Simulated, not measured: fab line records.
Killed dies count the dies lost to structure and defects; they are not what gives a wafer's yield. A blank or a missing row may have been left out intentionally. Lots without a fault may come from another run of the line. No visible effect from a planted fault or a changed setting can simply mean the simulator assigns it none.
fab line records	flow n5Finfet
record: lots: 8	wafers: 24	lastDay: 17
route steps=1938 shown FIN_SAQP@144 FIN_CUT@174 STI_FIN_REVEAL@196 BEOL_M4@1111 PASSIVATION@1936
lots untouched by any fault: they come from a run of this same line in which no faults occurred
startH: hours from the record's opening day to when the first of the lot's shown wafers began	waitH: how many hours have passed since the lot's step before this one	" as in the row above	L1.1+2: a single row standing in for several wafers	- no value, or no start given	* or withheld: withheld	< > ~ a bound
route shown NAME@n: NAME is a module with steps in the file, n the number in the route of the first one	usual: average and standard deviation across the fault-free wafers	same: alike in all rows	chamber/n: place in a boat	sites: each site's reading	_std_site: standard deviation across them	_edge_site: inner sites' mean taken away from outer sites' mean	radiusMm: for every site, how far away it sits from the centre of the wafer	mask NAME#n: copy n	behind: the last tool/chamber to shape the wafer	hold: why the lot was held/for how many hours/how that ended	device: the transistor (n, p or np) that didn't switch	end of line: the route-end tests of the same wafers	a step without rows: its recipe alone	killed: the dies lost at the first sort to structure and to defects; this is not the yield of the wafer	map: the dies of a wafer, with x for killed, . for not killed, _ for no die there
set.NAME: setting as actually run; set.NAME@STEP: the setting as run at that earlier step	model.NAME: the simulator's own value behind a step, which no gauge read
route steps across a sampled set of lots; one table per step, one row per wafer
services: the hour from which a tool's chamber was out of use, counted from the record's first day as startH (under 0 if before that day), plus the number of hours and why
== steps ==
step: N5_FIN_SAQP_STRIP_77
recipe: chemistry: N2/H2	timeS: 90	powerW: 100	tempC: 40	pressureMtorr: 100	rfFrequencyHz: 6e+07	biasPowerW: 3	n2FlowSccm: 300	h2FlowSccm: 300
usual: biasPowerW: 2.999/0.009	drypumpMotorCurrentA: 5.5/0.51	n2FlowSccm: 299.9/0.87	oesProductAu: 0.79/0.073	rfVppV: 45.2/0.86	showerheadPlenumPTorr: 3.39/0.11	tempC: 40.00/0.11	throttleValvePct: 12.22/0.29
same: timeS: 90
lot.wafer	tool	chamber	startH	waitH	biasPowerW	drypumpMotorCurrentA	n2FlowSccm	oesProductAu	rfHoursCounterH	rfVppV	showerheadPlenumPTorr	tempC	throttleValvePct
L436.2	rieDiel-03	3	25.47	0.0	2.993	5.8	299.5	0.70	218	45.2	3.46	40.10	12.52
L436.3	"	0	"	"	3.001	6.3	299.3	0.74	169	46.1	3.51	39.89	12.39
L436.5	"	1	"	"	2.996	4.9	299.5	0.87	-	44.5	3.29	39.96	11.68
L439.2	rieDiel-03	3	44.27	0.0	2.993	5.8	299.2	0.70	225	45.8	3.45	40.12	12.53
L439.5	"	1	"	"	2.985	4.9	300.7	0.86	-	44.3	3.29	39.71	11.69
L439.6	"	0	"	"	3.005	6.3	299.8	0.73	-	45.0	3.51	39.85	12.39
L443.2	rieDiel-01	2	67.35	0.0	3.003	5.2	299.8	0.82	70	45.8	3.56	39.87	12.36
L443.4	"	1	"	"	2.998	5.7	300.4	0.69	223	44.6	3.34	39.92	12.50
L443.5	"	2	"	"	2.986	5.2	299.9	0.82	-	44.9	3.56	39.84	12.36
L445.1	rieDiel-01	0	81.35	0.0	3.018	5.7	297.9	0.75	177	45.1	3.35	39.92	12.38
L445.2	"	2	"	"	2.995	5.1	300.2	0.83	76	45.1	3.56	39.93	12.38
L445.3	"	1	"	"	2.994	5.8	300.0	0.69	229	46.0	3.33	40.03	12.50
L449.1	rieDiel-06	1	103.62	0.0	2.995	5.4	299.9	0.82	77	46.0	3.40	40.19	12.04
L449.3	"	2	"	"	3.012	5.2	300.2	0.83	85	44.1	3.29	40.05	12.27
L449.5	"	3	"	"	2.994	4.9	299.7	0.84	-	45.4	3.31	40.20	11.96
L454.1	rieDiel-06	3	133.84	0.0	2.991	4.9	299.7	0.84	63	44.4	3.30	40.01	11.97
L454.2	"	1	"	"	2.997	5.4	300.6	0.82	87	43.5	3.39	40.06	12.06
L454.5	"	1	"	"	3.011	5.4	299.9	0.81	-	46.9	3.39	39.87	12.07
L457.1	rieDiel-06	3	152.34	0.0	3.013	4.9	299.3	0.83	69	45.2	3.30	39.95	12.00
L457.4	"	0	"	"	2.994	5.0	299.5	0.74	183	46.7	3.50	40.00	12.54
L457.5	"	2	"	"	3.001	5.2	300.0	0.82	-	44.3	3.28	39.98	12.32
L459.1	rieDiel-06	0	163.59	0.0	3.001	5.0	301.0	0.73	187	46.3	3.50	40.01	12.54
L459.3	"	3	"	"	2.987	4.9	298.7	0.83	73	45.9	3.30	39.95	12.00
L459.5	"	3	"	"	2.986	4.9	297.8	0.83	-	46.1	3.30	39.98	12.00
step: N5_FIN_CUT_CUT_ETCH_27
recipe: chemistry: CHF3/O2	target: SiO2	targetDepthA: 40	maskMaterial: SOC	overetchA: 20	timeS: 4.9	pressureMtorr: 30	sourceW: 650	biasW: 170	Ar_flow_sccm: 200	CHF3_flow_sccm: 50	O2_flow_sccm: 5	ionEnergyEv: 200
usual: O2_flow_sccm: 4.999/0.015	drypumpMotorCurrentA: 5.8/0.38	oes_f_703_au: 0.76/0.05	oesProductAu: 0.60/0.04	rfVppV: 524/6.8	showerheadPlenumPTorr: 2.41/0.059	throttleValvePct: 18.88/0.16
same: timeS: 4.9
lot.wafer	tool	chamber	startH	waitH	O2_flow_sccm	drypumpMotorCurrentA	oes_f_703_au	oesProductAu	rfHoursCounterH	rfVppV	showerheadPlenumPTorr	throttleValvePct
L436.2	rieDiel-02	1	27.09	0.0	5.009	6.0	0.82	0.65	66	525	2.35	19.08
L436.3	"	0	"	"	5.020	5.7	0.74	0.61	159	530	2.41	18.95
L436.5	"	0	"	"	5.002	5.8	0.74	0.61	-	531	2.41	18.97
L439.2	rieDiel-02	0	45.71	0.0	5.026	5.8	0.74	0.61	165	532	2.40	18.98
L439.5	"	1	"	"	5.043	6.0	0.81	0.64	-	526	2.35	19.10
L439.6	"	0	"	"	5.009	5.8	0.74	0.61	-	532	2.40	18.97
L443.2	rieDiel-02	1	68.83	0.0	5.015	6.0	0.81	0.64	78	524	2.34	19.08
L443.4	"	0	"	"	4.993	5.8	0.74	0.60	171	531	2.40	18.98
L443.5	"	3	"	"	4.992	5.8	0.73	0.58	-	520	2.40	18.67
L445.1	rieDiel-04	0	82.83	0.0	5.000	5.3	0.72	0.59	162	531	2.32	18.95
L445.2	"	3	"	"	5.000	5.3	0.72	0.56	220	530	2.40	18.67
L445.3	"	2	"	"	4.986	6.3	0.75	0.60	130	520	2.43	19.08
L449.1	rieDiel-02	1	105.32	0.0	5.027	6.0	0.79	0.63	89	526	2.34	19.11
L449.3	"	0	"	"	4.990	5.7	0.72	0.60	182	533	2.40	19.02
L449.5	"	1	"	"	5.022	6.0	0.79	0.63	-	525	2.34	19.10
L454.1	rieDiel-04	2	135.31	0.0	5.008	6.2	0.74	0.59	148	520	2.42	19.11
L454.2	"	1	"	"	5.005	5.3	0.86	0.72	25	533	2.47	18.81
L454.5	"	3	"	"	4.997	5.3	0.71	0.55	-	530	2.39	18.70
L457.1	rieDiel-02	3	153.69	0.0	4.983	5.9	0.70	0.57	219	518	2.39	18.71
L457.4	"	2	"	"	5.013	6.3	0.74	0.58	161	526	2.50	18.90
L457.5	"	3	"	"	4.957	5.9	0.71	0.57	-	520	2.39	18.70
L459.1	rieDiel-05	0	165.08	0.0	4.977	6.0	0.85	0.66	61	526	2.44	18.92
L459.3	"	3	"	"	5.014	6.1	0.80	0.63	94	518	2.34	18.82
L459.5	"	2	"	"	5.014	5.3	0.74	0.58	-	512	2.49	18.70
step: N5_FIN_CUT_CUT_ETCH_28
recipe: chemistry: HBr/Cl2/O2	target: Si	targetDepthA: 60	maskMaterial: SOC	timeS: 2.4	ionEnergyEv: *	biasW: *	pressureMtorr: 10	icpW: 800	HBr_flow_sccm: 150	Cl2_flow_sccm: 80	O2_flow_sccm: 12
usual: O2_flow_sccm: 12.00/0.036	drypumpMotorCurrentA: 6.1/0.39	oesProductAu: 1.000/0.021	throttleValvePct: 37.0/0.33
same: timeS: 2.4
lot.wafer	tool	chamber	startH	waitH	O2_flow_sccm	drypumpMotorCurrentA	oesProductAu	rfHoursCounterH	throttleValvePct
L436.2	rieSi-04	0	27.29	0.0	11.99	6.3	0.979	186	37.5
L436.3	"	1	"	"	11.98	5.7	1.027	181	37.0
L436.5	"	2	"	"	11.99	6.8	0.971	-	37.1
L439.2	rieSi-04	3	45.92	0.0	11.96	5.9	1.012	53	37.1
L439.5	"	2	"	"	12.01	6.8	0.979	-	37.1
L439.6	"	1	"	"	11.99	5.7	1.018	-	37.0
L443.2	rieSi-04	3	69.03	0.0	11.98	5.9	1.014	53	37.1
L443.4	"	1	"	"	12.02	5.7	1.016	182	37.0
L443.5	"	3	"	"	12.02	5.9	1.008	-	37.1
L445.1	rieSi-04	3	83.03	0.0	12.05	5.9	1.009	53	37.1
L445.2	"	1	"	"	11.96	5.7	1.024	182	37.0
L445.3	"	0	"	"	12.00	6.3	0.982	187	37.5
L449.1	rieSi-05	2	105.52	0.0	12.06	5.7	1.018	113	36.6
L449.3	"	0	"	"	11.94	6.1	1.016	1	36.7
L449.5	"	3	"	"	12.02	6.1	0.988	-	37.3
L454.1	rieSi-04	1	135.51	0.0	11.98	5.7	1.023	183	37.0
L454.2	"	0	"	"	12.06	6.3	0.977	188	37.5
L454.5	"	3	"	"	11.99	5.9	1.015	-	37.1
L457.1	rieSi-04	1	153.89	0.0	12.02	5.7	1.027	184	37.0
L457.4	"	0	"	"	11.97	6.2	0.978	188	37.5
L457.5	"	1	"	"	12.05	5.7	1.024	-	37.0
L459.1	rieSi-06	1	165.28	0.0	11.93	5.5	1.029	14	36.8
L459.3	"	3	"	"	11.97	5.5	1.006	188	37.8
L459.5	"	0	"	"	12.02	6.3	0.971	-	36.7
step: N5_FIN_CUT_INSPECT_17
recipe: inspectInstrument: brightfield	mode: aei
usual: rawDefectCount: 226/57
lot.wafer	tool	chamber	startH	waitH	rawDefectCount
L436.2	defectInspect-01	-	27.53	0.0	240
L436.3	"	-	"	"	243
L436.5	"	-	"	"	197
L439.2	defectInspect-01	-	46.15	0.0	191
L439.5	"	-	"	"	335
L439.6	"	-	"	"	284
L443.2	defectInspect-02	-	69.26	0.0	244
L443.4	"	-	"	"	225
L443.5	"	-	"	"	332
L445.1	defectInspect-02	-	83.55	0.0	274
L445.2	"	-	"	"	276
L445.3	"	-	"	"	270
L449.1	defectInspect-01	-	105.83	0.0	194
L449.3	"	-	"	"	179
L449.5	"	-	"	"	180
L454.1	defectInspect-01	-	135.81	0.0	738
L454.2	"	-	"	"	714
L454.5	"	-	"	"	751
L457.1	defectInspect-01	-	154.13	0.0	750
L457.4	"	-	"	"	822
L457.5	"	-	"	"	867
L459.1	defectInspect-01	-	165.80	0.3	271
L459.3	"	-	"	"	222
L459.5	"	-	"	"	342
step: N5_STI_FIN_REVEAL_RECESS_09
recipe: chemistry: HF/NH3	target: SiO2	afsCycles: 11	targetDepthA: 425	tempC: 30	sublimationTempC: 180	sublimationTimeS: 60
usual: drypumpMotorCurrentA: 5.49/0.24	sublimationTempC: 180.01/0.14	tempC: 29.98/0.1
lot.wafer	tool	chamber	startH	waitH	drypumpMotorCurrentA	sublimationTempC	tempC
L436.2	vaporEtch-02	1	33.90	0.0	5.30	179.89	30.05
L436.3	"	0	"	"	5.90	179.98	30.05
L436.5	"	0	"	"	5.94	179.91	30.10
L439.2	vaporEtch-02	1	52.22	0.0	5.32	179.84	29.82
L439.5	"	1	53.28	1.1	5.34	180.03	30.15
L439.6	"	0	"	"	5.95	180.02	30.06
L443.2	vaporEtch-02	1	75.17	0.0	5.32	180.06	30.10
L443.4	"	1	"	"	5.30	179.95	30.12
L443.5	"	0	"	"	5.91	180.08	29.97
L445.1	vaporEtch-02	0	89.63	0.0	5.93	179.98	29.91
L445.2	"	1	"	"	5.33	180.03	29.89
L445.3	"	1	"	"	5.34	179.89	30.01
L449.1	vaporEtch-02	1	112.21	0.0	5.29	179.90	30.00
L449.3	"	1	"	"	5.29	180.07	30.02
L449.5	"	0	"	"	5.89	180.17	30.14
L454.1	vaporEtch-01	0	141.75	0.0	5.32	180.31	29.96
L454.2	"	1	"	"	5.47	180.10	29.95
L454.5	"	0	142.81	1.1	5.32	180.08	30.02
L457.1	vaporEtch-01	0	160.04	0.0	5.34	179.97	30.16
L457.4	"	1	"	"	5.46	180.29	29.98
L457.5	"	0	"	"	5.32	179.87	30.08
L459.1	vaporEtch-01	1	171.84	0.0	5.47	180.14	29.97
L459.3	"	0	"	"	5.34	180.05	30.01
L459.5	"	1	"	"	5.45	180.00	29.89
step: N5_BEOL_M4_RC_MEAS_101
usual: DIBL_N: 36.3/1.7	DIBL_P: 36.5/1.8	IOFF_N: 0.16/0.033	IOFF_P: 0.21/0.037	ION_N: 675/11	ION_P: 462/7.9	SS_N: 71.6/0.64	SS_P: 73.3/0.68	VT_N: 249/3.3	VT_P: -250/3.3
lot.wafer	tool	chamber	startH	waitH	DIBL_N[mV/V]	DIBL_P[mV/V]	IOFF_N[nA/um]	IOFF_P[nA/um]	ION_N[uA/um]	ION_P[uA/um]	SS_N[mV/dec]	SS_P[mV/dec]	VT_N[mV]	VT_P[mV]
L436.2	prober-01	0	159.47	0.2	35.4	36.0	0.14	0.19	666	457	71.4	73.2	253	-255
L436.3	"	0	"	"	35.3	36.6	0.15	0.20	684	469	71.6	73.9	249	-252
L436.5	"	0	"	"	34.9	36.1	0.15	0.19	678	466	71.6	73.7	253	-252
L439.2	prober-01	0	181.49	0.2	35.7	36.1	0.15	0.18	682	467	71.0	73.3	251	-251
L439.5	"	0	"	"	33.6	33.4	0.11	0.14	681	462	71.0	72.8	255	-257
L439.6	"	0	"	"	36.1	36.5	0.14	0.18	677	463	71.5	73.3	253	-253
L443.2	prober-02	0	198.17	0.2	33.1	32.8	0.11	0.17	665	462	70.6	72.3	255	-253
L443.4	"	0	"	"	34.9	33.6	0.12	0.18	656	455	70.5	71.4	253	-250
L443.5	"	0	"	"	33.9	33.6	0.11	0.18	668	461	70.7	71.8	255	-251
L445.1	prober-02	0	223.77	0.1	34.4	34.8	0.11	0.16	662	448	70.0	72.8	253	-257
L445.2	"	0	"	"	36.1	37.7	0.14	0.21	653	460	70.6	73.9	253	-251
L445.3	"	0	"	"	36.9	38.2	0.15	0.20	662	450	71.1	73.8	251	-253
L449.1	prober-02	0	250.98	0.0	38.8	39.3	0.21	0.25	672	458	71.6	74.9	245	-249
L449.3	"	0	"	"	36.4	34.7	0.15	0.17	665	448	71.3	72.5	253	-253
L449.5	"	0	"	"	38.9	38.0	0.21	0.22	676	453	72.8	74.5	248	-250
L454.1	prober-02	0	270.29	0.0	37.0	38.3	0.22	0.22	705	462	72.0	73.2	243	-251
L454.2	"	0	"	"	38.2	39.1	0.23	0.23	686	456	72.5	73.7	244	-248
L454.5	"	0	"	"	37.9	38.9	0.24	0.23	683	458	72.2	73.6	240	-250
L457.1	prober-02	0	291.64	0.0	40.0	40.9	0.28	0.27	717	475	72.9	74.6	241	-250
L457.4	"	0	"	"	38.2	38.7	0.23	0.24	695	461	73.1	74.5	242	-249
L457.5	"	0	"	"	37.6	37.9	0.21	0.22	687	459	71.7	73.4	245	-251
L459.1	prober-01	0	298.10	0.0	33.2	33.6	0.12	0.16	669	452	71.2	72.4	252	-256
L459.3	"	0	"	"	36.3	37.7	0.18	0.21	678	461	71.9	74.4	248	-250
L459.5	"	0	"	"	36.8	38.6	0.19	0.22	677	458	72.1	74.3	246	-253
step: N5_PASSIVATION_PROBE_49
usual: defectLimitedYield: 91.3/1.5	killed_at_M0_to_M3: 34/9.4	killed_at_M4_up: 13/5.3	killedAtContacts: 13/5.7	killedAtFrontEnd: 40/10	killedAtOther: 3.7/2.8	killedDies: 103/17	killedOnRim: 13/4.2	killedOpen: 67/13	killedShort: 35/8.5	sort_bin_4_leakage: 0.00/0.016	sort_bin_5_function: 5.0/0.98	sort_bin_6_memory: 3.3/0.7	sortNPass: 1077/17	sortYieldPct: 91.3/1.5
same: grossDies: 1180	killedAtBackSide: 0	sort_bin_8_speed[%]: 0
lot.wafer	tool	chamber	startH	waitH	defectLimitedYield[%]	killed_at_M0_to_M3	killed_at_M4_up	killedAtContacts	killedAtFrontEnd	killedAtOther	killedDies	killedOnRim	killedOpen	killedShort	sort_bin_4_leakage[%]	sort_bin_5_function[%]	sort_bin_6_memory[%]	sortNPass	sortYieldPct[%]
L445.1	prober-01	-	331.29	0.0	92.9	33	11	7	24	9	84	10	56	28	0	3.8	2.8	1096	92.9
L445.2	prober-01	-	331.34	0.1	90.8	37	20	5	43	4	109	12	68	38	0	4.7	4.2	1071	90.8
L445.3	prober-01	-	331.39	0.1	92.5	34	17	7	24	6	88	9	54	34	0	4.4	2.6	1092	92.5
L454.1	prober-02	-	374.65	0.0	89.9	21	6	13	77	2	119	22	51	21	0	5.3	3.6	1061	89.9
L454.2	prober-02	-	374.70	0.1	88.3	34	7	6	91	0	138	27	59	14	0	6.9	3.1	1042	88.3
L454.5	prober-02	-	374.85	0.2	82.3	35	14	5	151	4	209	9	60	34	0	10.2	4.8	971	82.3
L457.1	prober-01	-	397.51	0.0	86.4	51	9	14	86	1	161	30	69	46	0.17	8.1	3.9	1017	86.2
L457.4	prober-01	-	397.66	0.2	85.3	30	8	26	108	2	174	29	69	35	0	8.9	3.8	1006	85.3
L457.5	prober-01	-	397.71	0.2	86.9	32	9	12	100	1	154	24	68	37	0	8.2	3.2	1026	86.9
killed by level:class
L445.1 BEOL_M0_SAQP:geometricParticle:short=10 BEOL_M2:geometricParticle:open=9 BEOL_M0_SAQP:geometricParticle:open=8 MOL_CONTACT_COAG:geometricParticle:open=7 FIN_SAQP:geometricParticle:short=6 ILD0:geometricParticle:open=5 BEOL_M4:geometricParticle:open=5 BEOL_M3:geometricParticle:open=4
L445.2 FIN_SAQP:geometricParticle:short=12 STI_FIN_REVEAL:geometricParticle:open=12 BEOL_M4:geometricParticle:open=12 BEOL_M0_SAQP:geometricParticle:short=11 BEOL_M2:geometricParticle:open=10 BEOL_M0_SAQP:geometricParticle:open=7 DUMMY_GATE:geometricParticle:open=6 GATE_CUT:geometricParticle:open=4
L445.3 FIN_SAQP:geometricParticle:short=11 BEOL_M0_SAQP:geometricParticle:open=10 BEOL_M4:geometricParticle:open=8 MOL_CONTACT_COAG:geometricParticle:open=6 BEOL_M0_SAQP:geometricParticle:short=6 BEOL_M2:geometricParticle:open=6 BEOL_M1:geometricParticle:short=4 BEOL_M5:geometricParticle:open=4
L454.1 FIN_CUT:unspecified=47 MOL_CONTACT_COAG:geometricParticle:open=12 BEOL_M0_SAQP:geometricParticle:open=8 BEOL_M2:geometricParticle:open=6 FIN_SAQP:geometricParticle:short=5 GATE_CUT:geometricParticle:short=5 FIN_SAQP:geometricParticle:open=4 STARTING-WAFER:geometricParticle:open=3
L454.2 FIN_CUT:unspecified=65 BEOL_M2:geometricParticle:open=14 BEOL_M0_SAQP:geometricParticle:open=11 STI_FIN_REVEAL:geometricParticle:open=10 FIN_SAQP:geometricParticle:short=4 MOL_CONTACT_COAG:geometricParticle:open=4 BEOL_M3:geometricParticle:open=4 BEOL_M4:geometricParticle:open=4
L454.5 FIN_CUT:unspecified=113 BEOL_M3:geometricParticle:open=13 DUMMY_GATE:geometricParticle:open=8 BEOL_M5:geometricParticle:open=8 STARTING-WAFER:geometricParticle:open=7 FIN_SAQP:geometricParticle:short=6 BEOL_M0_SAQP:geometricParticle:short=6 MOL_CONTACT_COAG:geometricParticle:open=5
L457.1 FIN_CUT:unspecified=46 BEOL_M0_SAQP:geometricParticle:open=23 BEOL_M0_SAQP:geometricParticle:short=16 FIN_SAQP:geometricParticle:open=11 MOL_CONTACT_COAG:geometricParticle:open=11 FIN_SAQP:geometricParticle:short=9 STI_FIN_REVEAL:geometricParticle:open=5 BEOL_M3:geometricParticle:open=5
L457.4 FIN_CUT:unspecified=69 MOL_CONTACT_COAG:geometricParticle:open=22 FIN_SAQP:geometricParticle:open=19 FIN_SAQP:geometricParticle:short=9 BEOL_M0_SAQP:geometricParticle:open=8 BEOL_M0_SAQP:geometricParticle:short=7 BEOL_M2:geometricParticle:open=6 MOL_CONTACT_COAG:geometricParticle:short=4
L457.5 FIN_CUT:unspecified=49 FIN_SAQP:geometricParticle:open=13 BEOL_M3:geometricParticle:open=11 FIN_SAQP:geometricParticle:short=10 MOL_CONTACT_COAG:geometricParticle:open=9 BEOL_M0_SAQP:geometricParticle:open=8 STI_FIN_REVEAL:geometricParticle:open=4 DUMMY_GATE:geometricParticle:open=4
== services ==
tool	chamber	startH	hours	kind
rieDiel-06	2	2.24	10.3	repair
rieDiel-04	1	3.07	86.5	repair
rieDiel-04	3	11.12	5.8	repair
rieDiel-05	2	11.22	13.7	repair
rieDiel-05	1	20.85	5.0	repair
rieDiel-05	0	35.38	14.7	repair
rieSi-06	2	43.79	8.1	repair
rieDiel-02	-	50.71	2.8	repair
rieDiel-06	-	54.77	0.3	repair
rieDiel-03	2	54.77	2.2	repair
rieSi-05	-	63.39	0.7	repair
rieSi-05	3	66.05	7.8	repair
rieDiel-01	3	68.92	12.7	repair
rieSi-05	2	73.10	2.0	repair
vaporEtch-01	-	78.71	0.2	repair
rieDiel-06	-	89.79	0.7	repair
rieDiel-04	3	102.34	4.6	repair
rieDiel-02	2	104.30	10.3	repair
vaporEtch-01	1	121.53	1.8	repair
rieDiel-03	2	140.46	3.9	repair
rieDiel-02	3	143.02	4.5	repair
rieDiel-04	0	150.47	3.8	repair
rieDiel-02	3	155.23	9.1	repair
rieSi-04	1	164.23	2.8	repair
== key ==
firstSign: step: N5_FIN_CUT_INSPECT_17	reading: rawDefectCount	direction: up	sigmas: 9.7	usual: 226	struck: 774
effect: step: N5_PASSIVATION_PROBE_49	reading: killedAtFrontEnd	direction: up	sigmas: 5.9	usual: 40	struck: 102
moreKillsBornAt: N5_FIN_CUT_CUT_ETCH_28@rieSi-04: 389
metAt N5_FIN_CUT_CUT_ETCH_28
struckLots L454,L457
notActingAt N5_FIN_SAQP_STRIP_77,N5_FIN_CUT_CUT_ETCH_27,N5_STI_FIN_REVEAL_RECESS_09
onsetBetween 83.03 135.51
fault: kind: chamberParticleSource	tool: rieSi-04	chamber: -	onsetH: 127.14	steps: N5_FIN_CUT_CUT_ETCH_28	ratePerVisitCm2: 0.82358	endH: 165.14
